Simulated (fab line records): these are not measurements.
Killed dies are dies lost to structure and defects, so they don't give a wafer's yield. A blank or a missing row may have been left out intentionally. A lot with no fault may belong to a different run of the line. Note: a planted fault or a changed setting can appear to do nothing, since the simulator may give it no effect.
fab line records -- flow nand-harc
record: lots: 13, wafers: 39, last-day: 33
route steps=1302 shown P_ZERO_WELL@61 P_STI@88 P_GATE@113 END@1302
lots with no fault: from the same line, run without faults
start-h: start of the lot's first displayed wafer, in hours after the record's first day -- wait-h: hours from the lot's prior step to this one -- " as in the row above -- L1.1+2: one row covering several wafers at once -- - no value, or no start given -- * or withheld: withheld -- < > ~ a bound
route shown NAME@n: names a module that has steps shown in the file, with the first one's number in the route -- usual: average and standard deviation across the fault-free wafers -- same: alike in all rows -- chamber/n: place in a boat -- sites: per-site readings -- _std_site: their standard deviation -- _edge_site: outer sites' mean less inner sites' -- radius-mm: for every site, how far away it sits from the centre of the wafer -- mask NAME#n: copy n -- behind: the last tool/chamber to shape the wafer -- hold: the reason the lot was held/the length of the hold in hours/how it ended -- device: transistor that didn't switch, given as n, p or np -- end of line: the tests these same wafers got at the end of their route -- a step without rows: its recipe alone -- killed: not the wafer's yield, but the dies lost to structure and defects at the first sort -- map: a wafer's dies, marking killed ones x, the rest . and places with no die _
set.NAME: the setting as run; set.NAME@STEP: as run at that earlier step -- model.NAME: the simulator's own value behind a step, which no gauge read
steps of the route over a sample of lots; a table a step, a row a wafer
services: from which hour (start-h, from the record's first day; less than 0 if before it) a tool's chamber was out of use, for how many hours, and why
== steps ==
step: NHARC_P_ZERO_WELL_DESCUM_54
recipe: time-s: 3, o2-flow-sccm: 200, ar-flow-sccm: 0, bias-power-w: 0, chemistry: O2
usual: drypump-motor-current-A: 5.7/0.62, oes-product-au: 1.001/0.015, rf-vpp-V: 57.8/0.8, showerhead-plenum-p-Torr: 1.91/0.071, throttle-valve-pct: 11.312/0.0098
same: bias-power-w: 0
lot.wafer,tool,chamber,start-h,wait-h,drypump-motor-current-A,oes-product-au,rf-hours-counter-h,rf-vpp-V,showerhead-plenum-p-Torr,throttle-valve-pct
L508.4,rie-diel-10,2,35.58,-,6.3,0.998,40,56.5,1.80,11.307
L508.3,rie-diel-10,3,35.58,-,5.2,1.026,45,58.3,1.88,11.312
L508.5,rie-diel-10,0,35.58,-,6.3,0.988,-,58.9,1.95,11.323
L509.3,rie-diel-04,1,45.87,-,4.8,1.021,11,56.9,1.92,11.308
L509.4,rie-diel-04,2,45.87,-,6.3,1.011,13,58.2,2.07,11.303
L509.5,rie-diel-04,3,45.87,-,5.9,0.992,-,56.7,1.92,11.305
L511.2,rie-diel-13,2,66.04,-,5.0,1.011,22,58.4,1.84,11.289
L511.4,rie-diel-13,3,66.04,-,6.6,0.981,19,58.5,1.95,11.313
L511.3,rie-diel-13,0,66.04,-,5.8,0.990,23,57.3,1.86,11.306
L512.1,rie-diel-04,0,76.10,-,4.9,1.001,19,58.0,2.03,11.301
L512.4,rie-diel-04,1,76.10,-,4.8,1.018,20,58.0,1.92,11.326
L512.5,rie-diel-04,1,76.10,-,4.8,1.024,-,58.8,1.92,11.316
L513.3,rie-diel-10,0,86.05,-,6.3,0.985,6,58.4,1.95,11.313
L513.1,rie-diel-10,1,86.05,-,5.1,1.014,7,58.3,1.92,11.317
L513.6,rie-diel-10,2,86.05,-,6.3,1.005,-,58.9,1.80,11.316
L514.2,rie-diel-13,0,95.81,-,5.8,0.981,38,57.5,1.85,11.308
L514.3,rie-diel-13,2,95.81,-,5.1,1.004,37,57.8,1.83,11.330
L514.6,rie-diel-13,0,95.81,-,5.8,0.992,-,57.5,1.85,11.335
L515.1,rie-diel-04,1,106.25,-,4.8,1.011,33,58.5,1.92,11.326
L515.2,rie-diel-04,3,106.25,-,5.9,0.993,30,57.4,1.91,11.315
L515.5,rie-diel-04,0,106.25,-,4.9,0.989,-,58.2,2.03,11.323
L516.2,rie-diel-10,0,115.92,-,6.3,1.008,17,57.9,1.94,11.308
L516.1,rie-diel-10,2,115.92,-,6.3,1.009,10,57.5,1.80,11.320
L516.6,rie-diel-10,1,115.92,-,5.1,1.004,-,57.6,1.92,11.317
L517.3,rie-diel-13,0,125.90,-,5.8,0.986,46,57.2,1.85,11.316
L517.4,rie-diel-13,3,125.90,-,6.6,0.992,-,57.2,1.94,11.302
L517.5,rie-diel-13,0,125.90,-,5.8,0.976,-,57.4,1.85,11.323
L521.2,rie-diel-04,2,166.77,-,6.3,1.032,52,58.2,2.06,11.295
L521.4,rie-diel-04,1,166.77,-,4.8,1.019,51,59.1,1.91,11.312
L521.6,rie-diel-04,2,166.77,-,6.3,1.013,-,57.9,2.06,11.292
L522.1,rie-diel-04,1,175.82,-,4.8,1.012,54,57.5,1.91,11.295
L522.4,rie-diel-04,3,175.82,-,6.0,0.989,55,57.3,1.91,11.302
L522.5,rie-diel-04,2,175.82,-,6.3,1.008,-,57.8,2.06,11.318
L529.3,rie-diel-13,3,245.67,-,6.6,0.977,26,58.3,1.93,11.329
L529.2,rie-diel-13,1,245.67,-,5.7,0.986,23,57.3,1.92,11.306
L529.5,rie-diel-13,3,245.67,-,6.6,0.980,-,58.2,1.93,11.324
L530.3,rie-diel-13,2,255.90,-,5.1,0.991,30,58.1,1.82,11.315
L530.2,rie-diel-13,0,255.90,-,5.9,1.007,23,56.5,1.84,11.304
L530.1,rie-diel-13,1,255.90,-,5.7,0.992,26,57.5,1.91,11.314
step: NHARC_P_STI_ETCH_42
recipe: target-depth-a: 800, overetch-a: 240, time-s: 61, ion-energy-ev: 200, n2-flow-sccm: 150, h2-flow-sccm: 150, ar-flow-sccm: 0, rf-w: 400, bias-w: 150, chemistry: N2/H2
usual: drypump-motor-current-A: 5.6/0.41, oes-product-au: 1.004/0.015, rf-vpp-V: 431.0/2.9, showerhead-plenum-p-Torr: 2.06/0.1, throttle-valve-pct: 14.172/0.0086
lot.wafer,tool,chamber,start-h,wait-h,drypump-motor-current-A,oes-product-au,rf-hours-counter-h,rf-vpp-V,showerhead-plenum-p-Torr,throttle-valve-pct
L508.3,rie-diel-09,3,56.29,0.1,5.4,1.029,7,436.1,2.19,14.167
L508.4,rie-diel-09,0,56.29,0.1,5.4,1.017,8,429.7,1.98,14.172
L508.5,rie-diel-09,2,56.29,0.1,5.3,1.001,-,427.2,1.95,14.162
L509.3,rie-diel-06,1,65.21,0.1,5.7,1.007,5,433.6,2.14,14.168
L509.4,rie-diel-06,3,65.21,0.1,6.1,1.001,-,426.4,1.92,14.178
L509.5,rie-diel-06,0,65.21,0.1,5.6,0.985,-,429.6,1.99,14.171
L511.3,rie-diel-09,2,83.31,0.1,5.3,0.991,11,428.3,1.95,14.169
L511.4,rie-diel-09,3,83.31,0.1,5.4,1.036,10,432.9,2.18,14.179
L511.2,rie-diel-09,1,83.31,0.1,4.9,0.989,11,434.2,2.17,14.178
L512.1,rie-diel-09,2,94.64,0.1,5.3,0.989,12,427.7,1.95,14.152
L512.4,rie-diel-09,3,94.64,0.1,5.4,1.022,11,433.2,2.18,14.158
L512.5,rie-diel-09,3,94.64,0.1,5.4,1.032,-,433.9,2.18,14.179
L513.1,rie-diel-11,0,107.12,0.1,5.4,1.018,1,429.6,1.97,14.162
L513.3,rie-diel-11,1,107.12,0.1,6.1,1.001,1,434.8,2.19,14.179
L513.6,rie-diel-11,1,107.12,0.1,6.1,1.008,-,435.5,2.19,14.189
L514.3,rie-diel-06,2,117.03,0.1,6.3,1.024,8,433.1,2.10,14.168
L514.2,rie-diel-06,1,117.03,0.1,5.7,1.004,8,432.2,2.14,14.160
L514.6,rie-diel-06,3,117.03,0.1,6.0,1.009,-,428.9,1.92,14.170
L515.2,rie-diel-11,2,128.67,0.1,6.1,0.970,2,435.0,2.15,14.193
L515.1,rie-diel-11,0,128.67,0.1,5.4,1.006,2,428.5,1.97,14.181
L515.5,rie-diel-11,2,128.67,0.1,6.1,0.977,-,433.8,2.15,14.167
L516.1,rie-diel-09,0,132.30,0.1,5.4,1.024,14,429.1,1.98,14.165
L516.2,rie-diel-09,1,132.30,0.1,4.9,0.981,15,434.6,2.17,14.185
L516.6,rie-diel-09,2,132.30,0.1,5.3,0.988,-,427.2,1.95,14.167
L517.4,rie-diel-11,2,144.23,0.1,6.1,0.987,3,433.6,2.15,14.163
L517.3,rie-diel-11,3,144.23,0.1,6.0,0.986,3,430.2,2.01,14.171
L517.5,rie-diel-11,1,144.23,0.1,6.1,0.990,-,433.8,2.19,14.158
L521.2,rie-diel-06,1,183.42,0.1,5.7,1.007,2,432.7,2.14,14.165
L521.4,rie-diel-06,2,183.42,0.1,6.4,1.002,2,431.6,2.10,14.173
L521.6,rie-diel-06,2,183.42,0.1,6.4,0.996,-,432.3,2.10,14.172
L522.4,rie-diel-11,1,192.78,0.1,6.0,1.003,5,435.3,2.19,14.166
L522.1,rie-diel-11,3,192.78,0.1,6.0,0.998,7,430.5,2.01,14.170
L522.5,rie-diel-11,0,192.78,0.1,5.3,1.010,-,428.2,1.97,14.175
L529.3,rie-diel-09,1,263.09,0.1,4.9,0.998,10,435.3,2.17,14.166
L529.2,rie-diel-09,3,263.09,0.1,5.4,1.029,12,434.9,2.18,14.168
L529.5,rie-diel-09,0,263.09,0.1,5.3,1.026,-,428.2,1.98,14.170
L530.3,rie-diel-09,0,275.76,0.1,5.3,1.028,13,428.9,1.98,14.180
L530.2,rie-diel-09,1,275.76,0.1,4.9,0.991,11,435.6,2.17,14.173
L530.1,rie-diel-09,3,275.76,0.1,5.4,1.027,13,434.9,2.18,14.168
step: NHARC_P_STI_CMP_21
recipe: t-overpolish-s: 20, target-thk-nm: 380.67
usual: motor-current-A: 12.7/1.1, overpolish-run-s: 20.000/0.009
lot.wafer,tool,chamber,start-h,wait-h,motor-current-A,overpolish-run-s
L508.4,cmp-01,1,73.71,0.4,13.6,20.003
L508.3,cmp-01,2,73.71,0.4,11.4,19.990
L508.5,cmp-01,0,73.71,0.4,12.1,20.015
L509.4,cmp-01,0,84.91,0.4,12.2,20.007
L509.3,cmp-01,1,84.91,0.4,14.7,19.993
L509.5,cmp-01,3,84.91,0.4,11.9,19.996
L511.4,cmp-02,2,103.06,0.4,13.0,20.004
L511.2,cmp-02,3,103.06,0.4,13.0,19.997
L511.3,cmp-02,0,103.06,0.4,14.0,19.990
L512.1,cmp-03,1,114.13,0.4,13.5,20.003
L512.4,cmp-03,2,114.13,0.4,13.5,19.991
L512.5,cmp-03,0,114.13,0.4,12.9,19.994
L513.3,cmp-02,0,129.44,0.4,14.4,20.012
L513.1,cmp-02,1,129.44,0.4,12.4,20.003
L513.6,cmp-02,3,129.44,0.4,13.6,19.993
L514.2,cmp-01,1,136.30,0.5,14.6,19.995
L514.3,cmp-01,3,136.30,0.5,11.8,19.997
L514.6,cmp-01,0,136.30,0.5,12.2,20.005
L516.2,cmp-02,2,148.78,0.4,13.1,20.001
L516.1,cmp-02,0,148.78,0.4,14.8,19.996
L516.6,cmp-02,1,148.78,0.4,12.3,19.983
L515.1,cmp-03,1,148.78,0.4,14.8,20.015
L515.2,cmp-03,3,148.78,0.4,11.8,20.004
L515.5,cmp-03,1,148.78,0.4,14.0,20.005
L517.3,cmp-01,3,161.57,0.4,11.7,20.000
L517.4,cmp-01,0,161.57,0.4,12.1,19.996
L517.5,cmp-01,3,161.57,0.4,12.3,20.004
L521.4,cmp-03,3,208.96,0.4,10.9,20.001
L521.2,cmp-03,1,208.96,0.4,14.8,20.004
L521.6,cmp-03,0,208.96,0.4,13.1,19.990
L522.1,cmp-02,2,208.96,0.4,12.1,20.004
L522.4,cmp-02,3,208.96,0.4,13.0,19.991
L522.5,cmp-02,2,208.96,0.4,13.1,19.996
L529.2,cmp-02,0,285.52,0.4,14.8,19.996
L529.3,cmp-02,1,285.52,0.4,12.2,20.004
L529.5,cmp-02,1,285.52,0.4,12.5,20.013
L530.3,cmp-01,0,298.76,0.4,12.2,20.003
L530.2,cmp-01,2,298.76,0.4,11.5,20.016
L530.1,cmp-01,3,298.76,0.4,11.5,19.990
step: NHARC_P_GATE_OXIDE_02
recipe: target-thk-a: 375, temp-c: 950, p-h2o-torr: 720, ox-time-s: 365, material: SiO2
lot.wafer,tool,chamber,start-h,wait-h
L508.3+4+5,furnace-07,0,83.66,-
L509.3+4+5,furnace-01,0,101.63,-
L511.2+3+4,furnace-01,0,114.75,-
L512.1+4+5,furnace-01,0,126.40,-
L513.1+3+6,furnace-06,0,143.99,-
L514.2+3+6,furnace-07,0,147.46,-
L514.2+3+6,furnace-06,0,152.13,0.4
L515.1+2+5,furnace-06,0,160.24,-
L515.1+2+5,furnace-06,0,164.84,0.4
L516.1+2+6,furnace-06,0,160.24,-
L517.3+4+5,furnace-01,0,175.12,-
L521.2+4+6,furnace-07,0,222.36,-
L521.2+4+6,furnace-07,0,226.98,0.4
L522.1+4+5,furnace-07,0,222.36,-
L529.2+3+5,furnace-06,0,297.72,-
L530.1+2+3,furnace-06,0,314.16,-
step: NHARC_END_SORT_01
recipe: temp-c: 25
usual: killed-at-array: 52/16, killed-at-other: 0.8/0.98, killed-at-periphery: 4.2/2.9, killed-dies: 57/16, killed-open: 3.3/1.9, killed-short: 2.5/1.5
same: gross-dies: 677
lot.wafer,tool,chamber,start-h,wait-h,killed-at-array,killed-at-other,killed-at-periphery,killed-dies,killed-open,killed-short
L514.2,prober-01,0,625.54,2.8,64,0,613,677,3,4
L514.3,prober-01,0,626.34,3.1,71,0,606,677,3,2
L514.6,prober-01,0,628.76,4.0,72,1,604,677,6,0
L515.1,prober-01,0,640.08,2.5,46,0,631,677,6,2
L515.2,prober-01,0,640.88,2.8,58,2,617,677,2,2
L515.5,prober-01,0,643.27,3.7,53,1,623,677,6,2
L521.2,prober-01,0,695.03,2.8,47,1,629,677,2,2
L521.4,prober-01,0,696.62,3.4,54,0,623,677,5,1
L521.6,prober-01,0,698.21,4.0,41,0,636,677,4,0
killed by level:class
L514.2 P_GATE:area-oxide=611 A_CHANNEL_HOLE_D1:chamber-film-flake=21 A_SLIT:chamber-film-flake=20 A_CHANNEL_HOLE_D2:chamber-film-flake=10 A_WL_FILL:geometric-particle:short=2 A_M0:geometric-particle:open=2 P_STI:chamber-film-flake=2 A_CHANNEL_FILL_D1:chamber-film-flake=2
L514.3 P_GATE:area-oxide=604 A_CHANNEL_HOLE_D1:chamber-film-flake=30 A_SLIT:chamber-film-flake=22 A_CHANNEL_HOLE_D2:chamber-film-flake=10 P_M0:geometric-particle:open=2 A_WL_FILL:chamber-film-flake=2 A_ONON_D1:geometric-particle:short=1 A_CHANNEL_FILL_D1:geometric-particle:open=1
L514.6 P_GATE:area-oxide=603 A_CHANNEL_HOLE_D1:chamber-film-flake=31 A_SLIT:chamber-film-flake=21 A_CHANNEL_HOLE_D2:chamber-film-flake=8 A_M0:geometric-particle:open=3 A_WL_FILL:chamber-film-flake=3 A_CHANNEL_FILL_D1:geometric-particle:open=2 P_STI:chamber-film-flake=1
L515.1 P_GATE:area-oxide=621 A_SLIT:chamber-film-flake=17 P_CONTACT:chamber-film-flake=9 A_CHANNEL_HOLE_D2:chamber-film-flake=8 A_WL_FILL:chamber-film-flake=5 A_CHANNEL_FILL_D2:geometric-particle:open=3 A_STAIRCASE:chamber-film-flake=3 A_CONTACT:chamber-film-flake=3
L515.2 P_GATE:area-oxide=613 A_SLIT:chamber-film-flake=28 A_CHANNEL_HOLE_D2:chamber-film-flake=12 A_STAIRCASE:chamber-film-flake=5 P_CONTACT:chamber-film-flake=3 A_CHANNEL_HOLE_D1:chamber-film-flake=2 A_DECK1_JOINT:chamber-film-flake=2 A_WL_FILL:chamber-film-flake=2
L515.5 P_GATE:area-oxide=609 A_SLIT:chamber-film-flake=24 A_CHANNEL_HOLE_D2:chamber-film-flake=17 P_CONTACT:chamber-film-flake=10 A_STAIRCASE:chamber-film-flake=4 P_M1:geometric-particle:open=2 A_CHANNEL_FILL_D2:geometric-particle:open=2 A_CHANNEL_FILL_D1:chamber-film-flake=2
L521.2 P_GATE:area-oxide=627 A_CHANNEL_HOLE_D1:chamber-film-flake=28 A_STAIRCASE:chamber-film-flake=4 A_SLIT:chamber-film-flake=3 A_WL_FILL:chamber-film-flake=3 A_CONTACT:chamber-film-flake=3 A_ONON_D1:geometric-particle:open=1 A_WL_FILL:geometric-particle:short=1
L521.4 P_GATE:area-oxide=620 A_CHANNEL_HOLE_D1:chamber-film-flake=39 A_STAIRCASE:chamber-film-flake=4 A_SLIT:chamber-film-flake=3 A_M0:geometric-particle:open=2 A_CONTACT:chamber-film-flake=2 P_M0:geometric-particle:open=1 A_WL_FILL:geometric-particle:short=1
L521.6 P_GATE:area-oxide=632 A_CHANNEL_HOLE_D1:chamber-film-flake=22 A_STAIRCASE:chamber-film-flake=6 A_CONTACT:chamber-film-flake=3 A_CHANNEL_HOLE_D1:geometric-particle:open=2 P_ZERO_WELL:chamber-film-flake=2 A_DECK1_JOINT:chamber-film-flake=2 A_SLIT:chamber-film-flake=2
== services ==
tool,chamber,start-h,hours,kind
cmp-02,-,36.60,4.0,pm
rie-diel-13,3,40.96,7.6,repair
cmp-02,-,73.74,6.2,repair
cmp-01,-,90.11,4.0,pm
furnace-06,-,95.59,19.1,repair
cmp-01,-,113.28,1.0,repair
rie-diel-09,2,123.24,2.4,repair
rie-diel-13,2,124.42,23.8,repair
cmp-01,-,125.74,0.8,repair
cmp-01,-,131.36,0.5,repair
cmp-02,-,134.60,4.0,pm
rie-diel-09,-,143.14,9.0,pm
rie-diel-13,-,167.84,9.0,pm
rie-diel-04,-,177.90,9.0,pm
cmp-01,-,188.11,4.0,pm
rie-diel-09,-,207.42,0.2,repair
rie-diel-13,0,212.96,16.7,repair
rie-diel-09,3,214.69,4.7,repair
rie-diel-09,1,226.65,14.5,repair
cmp-02,-,232.60,4.0,pm
rie-diel-04,1,252.63,22.3,repair
rie-diel-13,-,261.79,2.1,repair
cmp-01,-,269.80,0.5,repair
cmp-02,-,273.18,1.9,repair
== key ==
first-sign: step: NHARC_P_GATE_OXIDE_02, reading: visit, direction: added
effect: step: NHARC_END_SORT_01, reading: killed-at-periphery, direction: up, sigmas: 99+, usual: 4.2, struck: 620.2
more-kills-born-at: NHARC_P_GATE_OXIDE_02@furnace-06: 3661, NHARC_P_GATE_OXIDE_02@furnace-07: 1879
met-at NHARC_P_GATE_OXIDE_02
struck-lots L514,L515,L521
later-rows-left-out L514.2,L514.3,L514.6,L515.1,L515.2,L515.5,L521.2,L521.4,L521.6
tester-left-out L514,L515,L521
not-acting-at NHARC_P_ZERO_WELL_DESCUM_54,NHARC_P_STI_ETCH_42,NHARC_P_STI_CMP_21
fault: kind: repeated-step-whole, tool: furnace-01,furnace-06,furnace-07, chamber: -, onset-h: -, steps: NHARC_P_GATE_OXIDE_02, times: 1, scope: struck-lots-only
tester-left-out: of these lots the tester's yield and bins aren't shown, on N5 and GAA mostly nor the transistor test; their killed dies are dies lost to structure and defects alone, not to doping, threshold or leakage, so they don't give the yield
later-rows-left-out: the simulator's readings of these wafers behind a module that went badly wrong aren't trusted and aren't shown, but for the sort
